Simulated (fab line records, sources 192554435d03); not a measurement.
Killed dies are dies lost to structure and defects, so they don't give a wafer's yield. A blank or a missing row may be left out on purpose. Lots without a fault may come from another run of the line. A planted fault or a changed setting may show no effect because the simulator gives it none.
Chamber matching | flow n5_finfet | N5_BEOL_M0_SAQP_HM_DEP_111 on pecvd-02: 3 sister chambers
The step deposits SiO2 from SiH4/N2O, target thk 12 nm, time 7.2 s. 6 wafers are shown with their chamber, then 10 later ones without.

WAFERS WITH THEIR CHAMBER
wafer  | chamber | showerhead_plenum_p_Torr (Torr) | showerhead_vpp_V (V)
L082.2 | 0       | 8.07                            | 1000
L082.5 | 2       | 8.28                            | 1103
L083.2 | 0       | 8.05                            | 973
L083.5 | 1       | 8.26                            | 1000
L084.1 | 2       | 8.29                            | 1081
L084.4 | 1       | 8.28                            | 1015

WAFERS WITHOUT THEIR CHAMBER
wafer  | showerhead_plenum_p_Torr (Torr) | showerhead_vpp_V (V)
L084.5 | 8.28                            | 1103
L090.1 | 8.30                            | 1018
L090.4 | 8.28                            | 1081
L090.5 | 8.07                            | 972
L091.1 | 8.26                            | 1003
L091.4 | 8.26                            | 1017
L091.5 | 8.04                            | 975
L094.1 | 8.27                            | 988
L094.5 | 8.27                            | 1015
L094.6 | 8.05                            | 973

WHICH CHAMBER EACH WENT THROUGH
wafer  | from the rows above | in truth
L084.5 | 2                   | 2
L090.1 | 1                   | 1
L090.4 | 2                   | 2
L090.5 | 0                   | 0
L091.1 | 1                   | 1
L091.4 | 1                   | 1
L091.5 | 0                   | 0
L094.1 | 1                   | 1
L094.5 | 1                   | 1
L094.6 | 0                   | 0
Placed correctly: 10 of 10. Can't be placed from these rows: 0. Placed wrongly: 0.
How it was worked out, from the rows above alone: a wafer's distance from a chamber is the root of the sum, over the readings, of the square of ((its reading less the chamber's mean) divided by the reading's scatter). The wafer belongs to the nearest chamber; if the next one is less than 2 further off, it can't be placed. A chamber's mean is the mean of its shown wafers. The scatter: the root of (the sum of the squares of (reading less its chamber's mean) over the shown wafers, divided by (wafers less chambers)).
